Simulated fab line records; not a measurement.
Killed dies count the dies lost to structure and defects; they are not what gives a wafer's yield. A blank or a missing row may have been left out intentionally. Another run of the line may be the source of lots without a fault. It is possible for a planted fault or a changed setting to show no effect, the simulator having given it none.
A struck lot beside a sound one + flow n5 finfet + 15 out of 1938 route steps
Sound: these wafers, L757.1, L757.2, L757.4. Struck: wafers L767.4, L767.5 (left out: L767.6, a lot-mate that was not struck); the cause follows at the end.
At each step with rows: each side's tool, then ch and its chambers, then its first start. Under that, the readings that differ: sound wafers + struck wafers + difference of the means + sigmas: that difference in standard deviations of wafers without a fault.
alike: readings whose means differ by less than 2 such deviations, and words and numbers that are the same on both sides. not compared: withheld readings, readings that some wafer has no value for, bounds like >300 that may hide the same value, and numbers for which the record gives no deviation and whose values overlap.
A row with sigmas, a row that says differs or no value, or rows on one side alone: a step with any of these is where the two part. Numbers that don't overlap but have no deviation are shown without sigmas and don't part them. Lack of a reading on every wafer of one side parts them only where that side has two or more wafers.

N5_BEOL_M13_ETCH_68: etches SOC in N2/H2, time 355 s.
  sound on rie diel-03 ch 0,2,3, day 12 23:01; struck on rie diel-03 ch 0,2, day 15 04:49
| reading                | sound    | struck | difference                    | sigmas |
|------------------------|----------|--------|-------------------------------|--------|
| rf hours counter h (h) | 48 70 59 | - -    | no value on the struck wafers |        |
  alike: bias w, drypump motor current A, oes product au, rf vpp V, showerhead plenum p Torr, throttle valve pct
then, 3 steps without rows for these wafers: N5_BEOL_M13_STRIP_69 (strips in N2/H2); N5_BEOL_M13_TRENCH_ETCH_34 (etches SiOC in C4F8/O2/Ar, target depth 413.47 nm, time 162.6 s); N5_BEOL_M13_STRIP_70 (strips in C4F8/O2/Ar).
N5_BEOL_M13_OCD_MEAS_35:
  sound on ocd-01, day 12 23:25; struck on ocd-02, day 15 05:07
  alike: trench depth nm
N5_BEOL_M13_STRIP_37: strips in N2/H2.
  sound on plasma asher-02 ch 0,1, day 12 23:28; struck on plasma asher-02 ch 1, day 15 05:10
| reading               | sound             | struck      | difference | sigmas |
|-----------------------|-------------------|-------------|------------|--------|
| oes product au (a.u.) | 0.750 0.776 0.788 | 0.790 0.803 | +0.025     | +2     |
  alike: drypump motor current A, heater power w
  not compared: rf hours counter h
then, 3 steps without rows for these wafers: N5_BEOL_M13_ETCH_38 (etches SiCN in CF4/N2, target depth 67.5 nm, time 71.9 s); N5_BEOL_M13_PRECLEAN_39 (cleans in residue remover, time 60 s); N5_BEOL_M13_SRD_40 (time 30 s, dry time 30 s).
N5_BEOL_M13_DEGAS_41: time 60 s.
  sound on pvd sputter-01, day 13 00:37; struck on pvd sputter-01, day 15 07:36
  alike: heater power w
then, 1 step without rows for these wafers: N5_BEOL_M13_PRE_CLEAN_42 (time 30 s).
N5_BEOL_M13_SPUTTER_43: material TaN, target thk 15 nm, time 24.19 s.
  sound on pvd sputter-01, day 13 00:42; struck on pvd sputter-01, day 15 07:41
| reading                | sound             | struck      | difference | sigmas |
|------------------------|-------------------|-------------|------------|--------|
| cathode dc power W (W) | 14998 14999 14995 | 15005 15002 | +6         | +2     |
  alike: bias v, throttle valve pct
N5_BEOL_M13_SPUTTER_44: material Ta, target thk 10 nm, time 16.13 s.
  sound on pvd sputter-01, day 13 00:47; struck on pvd sputter-01, day 15 07:46
| reading                                     | sound             | struck      | difference | sigmas      |
|---------------------------------------------|-------------------|-------------|------------|-------------|
| cathode dc power W (W)                      | 15000 15005 14999 | 14276 14275 | -726       | -99 or more |
| model.Ta_of_BEOL_M13_SPUTTER_44.thk nm (nm) | 10.2 10 10        | 9.4 9.6     | -0.6       |             |
  alike: bias v, throttle valve pct
N5_BEOL_M13_SPUTTER_45: material Cu, target thk 80 nm, time 13.33 s.
  sound on pvd sputter-01, day 13 00:52; struck on pvd sputter-01, day 15 07:50
  alike: bias v, cathode dc power W, throttle valve pct
N5_PASSIVATION_PROBE_49:
  sound on prober-02, day 14 03:44; struck on prober-01, day 16 11:55
| reading         | sound  | struck | difference | sigmas |
|-----------------|--------|--------|------------|--------|
| killed at other | 3 11 6 | 0 1    | -6         | -2     |
  alike: defect limited yield, killed_at_M0_to_M3, killed_at_M4_up, killed at contacts, killed at front end, killed dies, killed open, killed short, sort_bin_5_function, sort_bin_6_memory, sort n pass, sort yield pct

## WHERE THEY PART
First at N5_BEOL_M13_ETCH_68; last, within this record, at N5_PASSIVATION_PROBE_49.

WHY: whatever the simulator had introduced
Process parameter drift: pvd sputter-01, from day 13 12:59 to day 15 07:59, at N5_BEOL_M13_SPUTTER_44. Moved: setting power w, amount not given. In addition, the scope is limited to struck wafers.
